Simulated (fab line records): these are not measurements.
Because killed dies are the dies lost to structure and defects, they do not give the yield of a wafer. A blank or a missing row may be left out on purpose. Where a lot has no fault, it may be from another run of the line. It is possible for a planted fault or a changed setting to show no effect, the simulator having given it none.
The same fault as seen by 2 desks	flow n5Finfet	what lay behind the numbers comes last; until then each desk has only its own

AT THE METROLOGY DESK
What the gauges read, lot by lot, whatever tool the lot ran on: means of the sampled wafers that have a number. The brackets show how far a lot's mean lies from the usual mean; more than 4 standard deviations puts the lot out of limits, marked OUT. Shown are 7 of the 19 readings it has, namely the first that went out of limits plus those furthest out on some lot.
Columns: A = IOFF_N_LONG at N5_BEOL_M4_RC_MEAS_101, usual 5.49e-05 nA/um; B = IOFF_P_LONG at N5_BEOL_M4_RC_MEAS_101, usual 0.000105 nA/um; C = ION_N at N5_BEOL_M4_RC_MEAS_101, usual 672 uA/um; D = VT_N at N5_BEOL_M4_RC_MEAS_101, usual 250 mV; E = VT_N_LONG at N5_BEOL_M4_RC_MEAS_101, usual 275.3 mV; F = VT_N_LVT at N5_BEOL_M4_RC_MEAS_101, usual 99 mV; G = VT_P_LONG at N5_BEOL_M4_RC_MEAS_101, usual -275.6 mV
lot	first seen here	A	B	C	D	E	F	G
L732	day 9 13:01	5.55e-05	0.000093	677	249	275.3	99	-280.1
L733	day 9 15:42	5.55e-05	0.000111	672	253	274.4	100	-275.6
L738	day 10 19:05	5.20e-05	0.000098	662	253	275.6	101	-278.7
L747	day 13 11:36	4.66e-05 (-4.6) OUT	0.000130	637	266 (+4.7) OUT	291.2 (+8.4) OUT	116 (+4.6) OUT	-268.4
L749	day 13 14:39	4.27e-05 (-6.8) OUT	0.000125	617 (-4.2) OUT	272 (+6.6) OUT	293.9 (+9.8) OUT	123 (+6.6) OUT	-270.2
L753	day 14 21:56	5.83e-05	0.000121	680	248	275.7	99	-270.7
L754	day 15 02:20	5.73e-05	0.000103	689	248	272.3	95	-276.9
L755	day 15 05:06	5.55e-05	0.000108	679	250	274.3	98	-274.1
This desk finds L747, L749 out of limits, with the earliest case on L747 at day 13 11:36 (IOFF_N_LONG at N5_BEOL_M4_RC_MEAS_101). L732, L733, L738, L753, L754, L755 stayed within limits.

TOOL OWNER'S DESK, aldMetal-04
The tool's own readings at N5_HKMG_FIN_NWFM_ALD_20 (deposits TiAlC, target thk 2 nm, pulse time 3 s, purge time 2 s): means of the sampled wafers that have a number, for each lot that ran on this tool. The brackets show how far a lot's mean lies from the usual mean; more than 4 standard deviations puts the lot out of limits, marked OUT.
Columns: A = heaterPowerW at N5_HKMG_FIN_NWFM_ALD_20, usual 487 W; B = precursorPulseHeightRel at N5_HKMG_FIN_NWFM_ALD_20, usual 0.998; C = susceptorTempC at N5_HKMG_FIN_NWFM_ALD_20, usual 300.02 C
lot	first seen here	A	B	C
L732	day 4 05:35	442	1.012	299.98
L738	day 5 17:49	424	1.000	300.08
L747	day 8 01:04	437	0.996	299.98
L749	day 8 13:44	430	1.012	300.15
This desk found nothing out of limits on any of the 4 lots.

BROUGHT TOGETHER
Metrology desk: alarm possible at day 13 11:36 on L747, L749.
The desk of the tool owner found nothing out of limits.
The tool owner's desk has L747, L749 on record, within its limits.
On aldMetal-04, each named lot ran N5_HKMG_FIN_NWFM_ALD_20.

WHAT WAS PUT IN BY THE SIMULATOR
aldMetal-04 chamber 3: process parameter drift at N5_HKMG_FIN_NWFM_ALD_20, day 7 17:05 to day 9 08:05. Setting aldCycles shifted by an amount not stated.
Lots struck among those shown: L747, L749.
Delay in hours, fault start to first out-of-limits reading, per desk: metrology desk 139.
